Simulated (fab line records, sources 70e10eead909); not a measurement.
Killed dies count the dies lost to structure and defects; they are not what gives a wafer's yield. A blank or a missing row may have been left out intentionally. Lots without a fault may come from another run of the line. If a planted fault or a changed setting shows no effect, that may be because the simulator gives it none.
3 desks, one fault | flow nand-harc | numbers are kept per desk, each desk with only its own; the story behind them comes last

== THE DEFECT DESK ==
What the inspections along the route counted, lot by lot: means of the sampled wafers that have a number. Marked OUT: a lot whose mean sits more than 4 standard deviations from the usual mean, which makes it out of limits; the brackets give that distance.
Columns: A = raw-defect-count at NHARC_A_M0_INSPECT_27, usual 477; B = raw-defect-count at NHARC_A_M1_INSPECT_11, usual 33
lot  | first seen here | A   | B
L151 | day 18 05:13    | 416 | 43
L155 | day 19 04:05    | 586 | 16
L158 | day 20 02:55    | 379 | 39
L161 | day 20 09:47    | 287 | 17
L162 | day 21 15:40    | 401 | 40
L166 | day 21 17:12    | 599 | 43
L165 | day 21 21:59    | 274 | 35
L163 | day 21 22:22    | 525 | 34
L170 | day 22 07:42    | 373 | 64
L169 | day 22 08:34    | 321 | 36
L172 | day 23 01:11    | 596 | 21
L171 | day 23 10:18    | 449 | 45
This desk's finding: nothing out of limits on any of the 12 lots.

== FOR THE TOOL OWNER'S DESK: litho-track-06 ==
The tool's own readings at NHARC_A_M1_PEB_07 (peb time 65 s): means of the sampled wafers that have a number, for each lot that ran on this tool. Marked OUT: a lot whose mean sits more than 4 standard deviations from the usual mean, which makes it out of limits; the brackets give that distance.
Columns: A = exhaust-pa at NHARC_A_M1_PEB_07, usual 45.3 Pa; B = heater-power-total-W at NHARC_A_M1_PEB_07, usual 156.5 W; C = plate-temp-C at NHARC_A_M1_PEB_07, usual 99.99 C
lot  | first seen here | A    | B               | C
L155 | day 19 05:26    | 45.9 | 125.9 (-71) OUT | 85.41 (-99 or more) OUT
L158 | day 20 04:05    | 44.9 | 126.2 (-71) OUT | 85.77 (-99 or more) OUT
L170 | day 22 09:25    | 44.9 | 156.8           | 99.91
L169 | day 22 10:10    | 45.7 | 156.7           | 99.88
This desk's verdict: out of limits on L155, L158, starting with L155 at day 19 05:26 (heater-power-total-W at NHARC_A_M1_PEB_07). L170, L169: within limits.

== AT THE METROLOGY DESK ==
What the gauges read, lot by lot, whatever tool the lot ran on: means of the sampled wafers that have a number. Marked OUT: a lot whose mean sits more than 4 standard deviations from the usual mean, which makes it out of limits; the brackets give that distance.
Columns: A = cd-nm at NHARC_A_M1_CD_MEAS_09, usual 120.1 nm; B = cd-nm at NHARC_A_M1_CD_MEAS_16, usual 119.9 nm
lot  | first seen here | A                      | B
L151 | day 18 06:38    | 120.1                  | 120.4
L155 | day 19 05:31    | 41.7 (-99 or more) OUT | 41.1 (-99 or more) OUT
L158 | day 20 04:10    | 41.4 (-99 or more) OUT | 41.3 (-99 or more) OUT
L161 | day 20 11:12    | 120.8                  | 120.1
L162 | day 21 16:56    | 121.0                  | 120.4
L166 | day 21 18:27    | 119.7                  | 119.5
L165 | day 21 23:24    | 120.0                  | 119.5
L163 | day 21 23:44    | 120.3                  | 119.8
L170 | day 22 09:30    | 119.7                  | 119.6
L169 | day 22 10:15    | 119.1                  | 119.0
L172 | day 23 03:48    | 120.0                  | 120.4
L171 | day 23 11:33    | 120.5                  | 120.6
This desk's verdict: out of limits on L155, L158, starting with L155 at day 19 05:31 (cd-nm at NHARC_A_M1_CD_MEAS_09). L151, L161, L162, L166, L165, L163, L170, L169, L172, L171: within limits.

== ALL TOGETHER ==
The tool owner's desk could have raised an alarm at day 19 05:26, on L155, L158.
At day 19 05:31 the metrology desk could have sounded an alarm, on L155, L158.
No out-of-limits result turned up at the defect desk.
The defect desk has L155, L158 on record, within its limits.
The lots listed all ran NHARC_A_M1_PEB_07 on litho-track-06.

== WHAT THE SIMULATOR HAD PUT IN ==
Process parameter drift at NHARC_A_M1_PEB_07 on litho-track-06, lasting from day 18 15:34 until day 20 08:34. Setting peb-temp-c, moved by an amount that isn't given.
Lots struck among those shown: L155, L158.
Fault start to first reading out of limits, in hours, per desk: tool owner, 14; metrology, 14.
